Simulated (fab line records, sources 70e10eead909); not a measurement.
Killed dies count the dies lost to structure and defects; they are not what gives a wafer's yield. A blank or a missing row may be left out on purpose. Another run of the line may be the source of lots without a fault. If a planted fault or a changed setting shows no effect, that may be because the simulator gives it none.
Matching of chambers	flow nandHarc	4 sister chambers for NHARC_P_CONTACT_STRIP_28 on rieDiel-08
The step strips in O2. 4 wafers are shown with their chamber, then 11 later ones without.

## WAFERS PAIRED WITH THEIR CHAMBERS
wafer	chamber	showerheadPlenumPTorr (Torr)
L090.1	3	3.70
L090.3	2	3.53
L091.6	1	3.39
L092.1	0	3.52

## WAFERS MISSING THEIR CHAMBER
wafer	showerheadPlenumPTorr (Torr)
L092.2	3.38
L092.5	3.53
L094.1	3.52
L094.2	3.38
L094.5	3.53
L095.1	3.38
L095.4	3.53
L095.5	3.38
L097.1	3.70
L097.3	3.53
L097.6	3.70

## THE CHAMBER EACH PASSED THROUGH
wafer	from the rows above	in truth
L092.2	1	1
L092.5	can't be placed: 2 or 0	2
L094.1	can't be placed: 0 or 2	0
L094.2	1	1
L094.5	can't be placed: 2 or 0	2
L095.1	1	1
L095.4	can't be placed: 2 or 0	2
L095.5	1	1
L097.1	3	3
L097.3	can't be placed: 2 or 0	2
L097.6	3	3
Placed correctly: 6 of 11. From these rows, 5 cannot be placed; in 5 the true chamber is one of the candidates. Number placed wrongly: 0.
How it was worked out, from the rows above alone: a wafer's distance from a chamber is the root of the sum, over the readings, of the square of ((its reading less the chamber's mean) divided by the reading's scatter). If the next closest chamber is less than 2 further off than the closest, the wafer can't be placed; otherwise it belongs to the closest. The mean given for a chamber averages the wafers shown for that chamber. The scatter: root of mean squared gap, hidden wafer to nearest shown wafer, with one shown wafer a chamber.
